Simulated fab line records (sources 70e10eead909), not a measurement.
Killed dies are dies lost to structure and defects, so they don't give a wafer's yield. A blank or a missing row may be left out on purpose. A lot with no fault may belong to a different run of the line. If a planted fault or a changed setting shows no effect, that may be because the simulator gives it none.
Matching of chambers | flow nand-harc | 4 sister chambers for NHARC_A_M0_DESCUM_14 on rie-diel-05
The step chemistry O2, time 3 s. 18 wafers are shown with their chamber, then 9 later ones without.

WAFERS PAIRED WITH THEIR CHAMBERS
wafer  | chamber | drypump-motor-current-A (A) | oes-product-au (a.u.) | throttle-valve-pct (%)
L079.1 | 2       | 5.4                         | 1.002                 | 11.287
L079.2 | 3       | 6.0                         | 0.984                 | 11.320
L079.6 | 0       | 5.0                         | 1.007                 | 11.303
L081.1 | 2       | 5.4                         | 1.003                 | 11.304
L081.2 | 1       | 5.2                         | 0.984                 | 11.328
L081.6 | 2       | 5.4                         | 1.005                 | 11.304
L077.2 | 0       | 5.0                         | 1.008                 | 11.312
L077.3 | 1       | 5.2                         | 0.986                 | 11.317
L077.4 | 3       | 6.1                         | 1.000                 | 11.313
L077.1 | 2       | 5.3                         | 0.994                 | 11.311
L077.5 | 1       | 5.2                         | 0.992                 | 11.318
L077.6 | 2       | 5.3                         | 0.996                 | 11.295
L088.2 | 1       | 5.2                         | 0.991                 | 11.320
L088.3 | 3       | 6.0                         | 1.008                 | 11.311
L088.6 | 0       | 5.0                         | 0.999                 | 11.309
L088.1 | 2       | 5.3                         | 1.005                 | 11.319
L088.4 | 0       | 5.0                         | 1.004                 | 11.319
L088.5 | 3       | 6.1                         | 0.999                 | 11.305

SIGNATURES (averages over the wafers above)
reading                 | chamber 0 | chamber 1 | chamber 2 | chamber 3 | scatter within a chamber
drypump-motor-current-A | 5.000     | 5.200     | 5.350     | 6.050     | 0.0423
oes-product-au          | 1.00450   | 0.98825   | 1.00083   | 0.99775   | 0.00601
throttle-valve-pct      | 11.31075  | 11.32075  | 11.30333  | 11.31225  | 0.0083
Rule: for a wafer and a chamber, the distance is found by dividing, reading by reading, the gap between the wafer's reading and the chamber's mean by the reading's scatter, squaring, summing and taking the root. The wafer belongs to the nearest chamber; if the next one is less than 2 further off, it can't be placed. How the scatter is found: for the shown wafers, subtract from each reading the mean of its chamber, square and add these, divide the total by (wafers less chambers), then take the root.

WAFERS MISSING THEIR CHAMBER
wafer  | drypump-motor-current-A (A) | oes-product-au (a.u.) | throttle-valve-pct (%)
L089.1 | 5.0                         | 1.012                 | 11.307
L089.5 | 5.3                         | 1.008                 | 11.318
L089.6 | 6.1                         | 1.014                 | 11.307
L090.4 | 6.0                         | 1.002                 | 11.321
L090.5 | 5.2                         | 0.998                 | 11.314
L090.6 | 5.3                         | 1.003                 | 11.309
L092.4 | 5.4                         | 0.997                 | 11.301
L092.5 | 5.3                         | 0.999                 | 11.325
L092.6 | 5.0                         | 1.004                 | 11.309

CHAMBER TAKEN BY EACH
wafer  | from the rows above     | in truth
L089.1 | 0                       | 0
L089.5 | can't be placed: 2 or 1 | 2
L089.6 | 3                       | 3
L090.4 | 3                       | 3
L090.5 | can't be placed: 1 or 2 | 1
L090.6 | 2                       | 2
L092.4 | 2                       | 2
L092.5 | can't be placed: 2 or 1 | 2
L092.6 | 0                       | 0
Correct placement for 6 of the 9. Unplaceable from these rows: 3, with the true chamber sitting among the candidates in 3. 0 placed wrongly.
